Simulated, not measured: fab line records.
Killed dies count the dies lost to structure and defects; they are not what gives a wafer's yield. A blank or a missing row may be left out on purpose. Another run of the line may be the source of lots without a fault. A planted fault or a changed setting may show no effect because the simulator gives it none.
Chamber matching -- flow nand harc -- NHARC_P_M0_CMP_23 on cmp-01: 4 sister chambers
The step polishes, t overpolish 20 s, target thk 117.53 nm. 4 wafers are shown with their chamber, then 12 later ones without.

== EACH WAFER AND ITS CHAMBER ==
wafer,chamber,motor current A (A)
L088.1,2,11.6
L092.1,3,12.3
L092.2,0,12.5
L092.4,1,12.2

== WAFERS WHOSE CHAMBER IS MISSING ==
wafer,motor current A (A)
L093.1,11.8
L093.3,11.7
L093.4,13.0
L095.1,12.2
L095.2,11.8
L095.3,12.6
L096.2,12.2
L096.4,11.7
L096.6,12.7
L097.1,11.5
L097.3,12.3
L097.5,12.6

== EACH ONE'S CHAMBER ==
wafer,from the rows above,in truth
L093.1,can't be placed: 2 or 1 or 3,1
L093.3,2,2
L093.4,can't be placed: 0 or 3 or 1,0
L095.1,can't be placed: 1 or 3 or 0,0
L095.2,can't be placed: 2 or 1 or 3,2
L095.3,can't be placed: 0 or 3 or 1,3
L096.2,can't be placed: 1 or 3 or 0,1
L096.4,2,2
L096.6,can't be placed: 0 or 3 or 1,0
L097.1,2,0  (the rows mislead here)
L097.3,can't be placed: 3 or 1 or 0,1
L097.5,can't be placed: 0 or 3 or 1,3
Correctly placed: 2 of 12. Unplaceable from these rows: 9, with the true chamber sitting among the candidates in 9. Number placed wrongly: 1.
How it was worked out, from the rows above alone: a wafer's distance from a chamber is the root of the sum, over the readings, of the square of ((its reading less the chamber's mean) divided by the reading's scatter). If the next closest chamber is less than 2 further off than the closest, the wafer can't be placed; otherwise it belongs to the closest. For every chamber, the mean is computed from those of its wafers that are shown. The scatter (one wafer shown for each chamber): square how far every hidden wafer sits from the nearest shown wafer, average those squares and take the square root.
